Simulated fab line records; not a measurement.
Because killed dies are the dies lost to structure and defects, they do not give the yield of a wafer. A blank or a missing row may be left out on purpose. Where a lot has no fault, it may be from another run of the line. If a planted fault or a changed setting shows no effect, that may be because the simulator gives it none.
The tool behind it: which one? / flow n5_finfet / 24 lots with 72 wafers sampled at 2 steps, on a route of 1938 steps

WHAT THE GAUGES READ, wafer by wafer
N5_DUMMY_GATE_INSPECT_17: inspects for defects (brightfield). Usual: raw_defect_count at 201, with a standard deviation of 55.
lot=L074; measured=day 2 22:32; on=defect_inspect-01; raw_defect_count=174 166 229; flag=
lot=L075; measured=day 3 06:11; on=defect_inspect-01; raw_defect_count=172 204 266; flag=
lot=L076; measured=day 3 12:45; on=defect_inspect-01; raw_defect_count=299 314 269; flag=
lot=L077; measured=day 3 15:24; on=defect_inspect-02; raw_defect_count=149 162 140; flag=
lot=L078; measured=day 3 21:35; on=defect_inspect-02; raw_defect_count=283 281 172; flag=
lot=L079; measured=day 4 05:43; on=defect_inspect-02; raw_defect_count=241 214 287; flag=
lot=L080; measured=day 4 09:28; on=defect_inspect-02; raw_defect_count=118 202 158; flag=
lot=L081; measured=day 4 17:15; on=defect_inspect-02; raw_defect_count=194 135 167; flag=
lot=L082; measured=day 5 02:39; on=defect_inspect-01; raw_defect_count=146 151 197; flag=
lot=L083; measured=day 5 05:13; on=defect_inspect-01; raw_defect_count=195 249 264; flag=
lot=L084; measured=day 5 12:25; on=defect_inspect-01; raw_defect_count=138 126 116; flag=
lot=L085; measured=day 5 15:08; on=defect_inspect-02; raw_defect_count=270 179 224; flag=
lot=L086; measured=day 6 01:35; on=defect_inspect-01; raw_defect_count=214 234 198; flag=
lot=L087; measured=day 6 06:04; on=defect_inspect-01; raw_defect_count=324 163 442; flag=
lot=L088; measured=day 6 11:21; on=defect_inspect-02; raw_defect_count=119 229 238; flag=
lot=L089; measured=day 6 18:14; on=defect_inspect-01; raw_defect_count=129 201 185; flag=
lot=L090; measured=day 6 21:25; on=defect_inspect-02; raw_defect_count=214 192 225; flag=
lot=L091; measured=day 7 04:59; on=defect_inspect-01; raw_defect_count=170 129 158; flag=
lot=L092; measured=day 7 09:22; on=defect_inspect-01; raw_defect_count=244 189 161; flag=
lot=L093; measured=day 7 17:50; on=defect_inspect-02; raw_defect_count=145 159 188; flag=
lot=L094; measured=day 7 21:57; on=defect_inspect-01; raw_defect_count=270 271 202; flag=
lot=L095; measured=day 8 03:10; on=defect_inspect-01; raw_defect_count=158 184 183; flag=
lot=L096; measured=day 8 13:31; on=defect_inspect-02; raw_defect_count=223 221 365; flag=
lot=L097; measured=day 8 17:05; on=defect_inspect-01; raw_defect_count=188 191 205; flag=

WHICH TOOL RAN EACH LOT (tool, then ch and the chambers of the sampled wafers, then the start)
lot=L074; N5_STI_FIN_REVEAL_RECESS_09=vapor_etch-01 ch 0,1, day 2 10:30
lot=L075; N5_STI_FIN_REVEAL_RECESS_09=vapor_etch-01 ch 0,1, day 2 18:12
lot=L076; N5_STI_FIN_REVEAL_RECESS_09=vapor_etch-02 ch 0,1, day 2 23:18
lot=L077; N5_STI_FIN_REVEAL_RECESS_09=vapor_etch-01 ch 0,1, day 3 04:01
lot=L078; N5_STI_FIN_REVEAL_RECESS_09=vapor_etch-02 ch 0,1, day 3 10:14
lot=L079; N5_STI_FIN_REVEAL_RECESS_09=vapor_etch-02 ch 0,1, day 3 16:56
lot=L080; N5_STI_FIN_REVEAL_RECESS_09=vapor_etch-01 ch 0,1, day 3 22:05
lot=L081; N5_STI_FIN_REVEAL_RECESS_09=vapor_etch-01 ch 0,1, day 4 05:53
lot=L082; N5_STI_FIN_REVEAL_RECESS_09=vapor_etch-02 ch 0,1, day 4 11:57
lot=L083; N5_STI_FIN_REVEAL_RECESS_09=vapor_etch-02 ch 0,1, day 4 18:17
lot=L084; N5_STI_FIN_REVEAL_RECESS_09=vapor_etch-02 ch 0, day 4 22:40
lot=L085; N5_STI_FIN_REVEAL_RECESS_09=vapor_etch-02 ch 0,1, day 5 03:47
lot=L086; N5_STI_FIN_REVEAL_RECESS_09=vapor_etch-01 ch 0,1, day 5 09:11
lot=L087; N5_STI_FIN_REVEAL_RECESS_09=vapor_etch-01 ch 1, day 5 18:22
lot=L088; N5_STI_FIN_REVEAL_RECESS_09=vapor_etch-02 ch 0,1, day 5 21:24
lot=L089; N5_STI_FIN_REVEAL_RECESS_09=vapor_etch-01 ch 0,1, day 6 04:34
lot=L090; N5_STI_FIN_REVEAL_RECESS_09=vapor_etch-02 ch 1, day 6 09:51
lot=L091; N5_STI_FIN_REVEAL_RECESS_09=vapor_etch-01 ch 0,1, day 6 17:11
lot=L092; N5_STI_FIN_REVEAL_RECESS_09=vapor_etch-01 ch 0,1, day 6 21:59
lot=L093; N5_STI_FIN_REVEAL_RECESS_09=vapor_etch-01 ch 0,1, day 7 04:37
lot=L094; N5_STI_FIN_REVEAL_RECESS_09=vapor_etch-01 ch 1, day 7 10:27
lot=L095; N5_STI_FIN_REVEAL_RECESS_09=vapor_etch-01 ch 0,1, day 7 15:40
lot=L096; N5_STI_FIN_REVEAL_RECESS_09=vapor_etch-02 ch 0,1, day 8 00:09
lot=L097; N5_STI_FIN_REVEAL_RECESS_09=vapor_etch-01 ch 0,1, day 8 05:37
- N5_STI_FIN_REVEAL_RECESS_09: chemistry HF/NH3, target SiO2, afs cycles 11, target depth 42.5 nm, sublimation time 60 s.

WHAT THE TOOLS THEMSELVES READ (means of the sampled wafers that have a number; where no wafer has one, the mark that the record gives instead)
N5_STI_FIN_REVEAL_RECESS_09. Usual: drypump_motor_current_A at 5.50 A, with a standard deviation of 0.28.
lot=L074; tool=vapor_etch-01; drypump_motor_current_A (A)=5.67; flag=
lot=L075; tool=vapor_etch-01; drypump_motor_current_A (A)=5.67; flag=
lot=L076; tool=vapor_etch-02; drypump_motor_current_A (A)=5.19; flag=
lot=L077; tool=vapor_etch-01; drypump_motor_current_A (A)=5.65; flag=
lot=L078; tool=vapor_etch-02; drypump_motor_current_A (A)=5.18; flag=
lot=L079; tool=vapor_etch-02; drypump_motor_current_A (A)=5.37; flag=
lot=L080; tool=vapor_etch-01; drypump_motor_current_A (A)=5.68; flag=
lot=L081; tool=vapor_etch-01; drypump_motor_current_A (A)=5.68; flag=
lot=L082; tool=vapor_etch-02; drypump_motor_current_A (A)=5.18; flag=
lot=L083; tool=vapor_etch-02; drypump_motor_current_A (A)=5.36; flag=
lot=L084; tool=vapor_etch-02; drypump_motor_current_A (A)=5.57; flag=
lot=L085; tool=vapor_etch-02; drypump_motor_current_A (A)=5.37; flag=
lot=L086; tool=vapor_etch-01; drypump_motor_current_A (A)=5.68; flag=
lot=L087; tool=vapor_etch-01; drypump_motor_current_A (A)=5.69; flag=
lot=L088; tool=vapor_etch-02; drypump_motor_current_A (A)=5.19; flag=
lot=L089; tool=vapor_etch-01; drypump_motor_current_A (A)=5.67; flag=
lot=L090; tool=vapor_etch-02; drypump_motor_current_A (A)=4.98; flag=
lot=L091; tool=vapor_etch-01; drypump_motor_current_A (A)=5.67; flag=
lot=L092; tool=vapor_etch-01; drypump_motor_current_A (A)=5.65; flag=
lot=L093; tool=vapor_etch-01; drypump_motor_current_A (A)=5.66; flag=
lot=L094; tool=vapor_etch-01; drypump_motor_current_A (A)=5.66; flag=
lot=L095; tool=vapor_etch-01; drypump_motor_current_A (A)=5.63; flag=
lot=L096; tool=vapor_etch-02; drypump_motor_current_A (A)=5.36; flag=
lot=L097; tool=vapor_etch-01; drypump_motor_current_A (A)=5.65; flag=

THE ANSWER, worked out from the rows above alone
Rule: lot off if the mean of its wafers having a number is beyond 3 standard deviations from the usual mean. Also off: a lot with no number at a reading for which 4 or more lots have one. All remaining lots with rows at the step are treated as sound. Order of review: gauges by route order, followed by the tools' own readings, for which a lot's mean as printed above is used. At the first step where some lot is off, the reading lying furthest off is the one used; lots without a number count as furthest.
No lot is off at any reading shown: from this, nothing can be told.

WHAT THE SIMULATOR PUT IN
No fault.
